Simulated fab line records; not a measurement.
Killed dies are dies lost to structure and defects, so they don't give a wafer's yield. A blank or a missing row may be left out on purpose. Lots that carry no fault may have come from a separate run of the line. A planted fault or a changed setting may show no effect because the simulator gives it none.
Problem report in the 8D (eight disciplines) form, filled by code -- flow n5 finfet -- the parts of the form that need people (team, actions taken, sign-off) are left out

## 1. PROBLEM STATEMENT
Wafers without a fault read 55.5 nm, standard deviation 1; trench depth nm at N5_BEOL_M3_OCD_MEAS_38 reads a mean of 34.8 nm on 3 wafers belonging to 3 lots. Relative to the usual mean, that is a shift of -21 standard deviations.
First observed at day 8 07:45: wafer L989.1, on ocd-02. Wafers with a number at this step in the record: 28, from 10 lots. Rule for "out" (also "out of limits"): further than 4 standard deviations from the usual mean. Any other wafer with a number is counted as sound.

## 2. WHAT THIS IS AND IS NOT
question,is,is not
which readings at this step,trench depth nm,-
which lots,"L989, L990, L993","L102, L105, L108, L986, L987, L988, L998"
which wafers of those lots,"L989.1, L990.5, L993.1","L989.2, L989.6, L990.6, L993.6"
read on which gauges,"ocd-01, ocd-02",-
when,from day 8 07:45,"up to then (11 sound wafers); but 14 sound wafers of L102, L105, L108, L990, L993, L998 came after"

## 3. SUSPECTS, AND WHAT RULES EACH OUT
Counting: if a tool at a process step up to the reading ran every lot that is out, it stays a suspect. Sound lots after the first of them don't rule it out here, since some wafers of a struck lot are sound.
- the gauge at N5_BEOL_M3_OCD_MEAS_38: ruled out. The wafers that are out were read on 2 gauges (ocd-01, ocd-02).
- rie diel-06 at N5_BEOL_M3_ETCHBACK_99 (etches SiO2 in CHF3, target depth 5 nm, time 10.4 s): kept. Ran every lot that is out, first one L989 (day 8 07:22); last sound lot up to then L987 (day 7 17:03).
- rie diel-06 at N5_BEOL_M3_TRENCH_ETCH_37 (etches SiOC in C4F6/O2, target depth 55.555 nm, time 29.2 s): kept. Ran every lot that is out, first one L989 (day 8 07:36); last sound lot up to then L987 (day 7 17:17). Its own run length s readings are out on those wafers.
What counting leaves: rie diel-06 at N5_BEOL_M3_ETCHBACK_99 and rie diel-06 at N5_BEOL_M3_TRENCH_ETCH_37.

## 4. THE CAUSE (what the simulator had put in)
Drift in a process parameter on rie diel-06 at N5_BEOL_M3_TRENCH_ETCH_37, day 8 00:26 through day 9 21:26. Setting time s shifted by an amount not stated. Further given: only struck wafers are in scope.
Of the 2 suspects that counting leaves, this tool is one.

## 5. THE EFFECT CHAIN, in route order
One row per reading whose mean, taken over the struck wafers that have a number, lies over 3 standard deviations from the usual. Only readings for which the record gives a usual standard deviation are gone through. hours: the time from each lot's start at the first step in this table that gives one to its start at this step, as a median over the lots. sigmas: the change in usual standard deviations.
hours,step,reading,usual,on struck wafers,change,sigmas
0,N5_BEOL_M3_TRENCH_ETCH_37,run length s,52.5 s,41.2,-11.3,-27
0,N5_BEOL_M3_OCD_MEAS_38,trench depth nm,55.5 nm,34.8,-20.7,-21
It contains these process steps:
- N5_BEOL_M3_TRENCH_ETCH_37: etches SiOC in C4F6/O2, target depth 55.555 nm, time 29.2 s.
At these later measuring or inspecting steps, every struck wafer for which the step has a row has a number for every such reading, and none has moved that far: N5_BEOL_M4_RC_MEAS_101.

## 6. HOW IT WOULD HAVE BEEN CAUGHT EARLIER
The first out-of-limits reading at a measuring or inspecting step in this record came at day 8 07:45, 7 hours after the fault's start at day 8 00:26.
At N5_BEOL_M3_TRENCH_ETCH_37, the tool's own readings (run length s) were out on each struck wafer the step has a row for, so an alarm limit on them would have fired on the first such wafer.
Of the lots that are out (3), L990, L993 began N5_BEOL_M3_TRENCH_ETCH_37 on rie diel-06 after day 8 07:45. A hold on the tool at that time would have spared those 2.
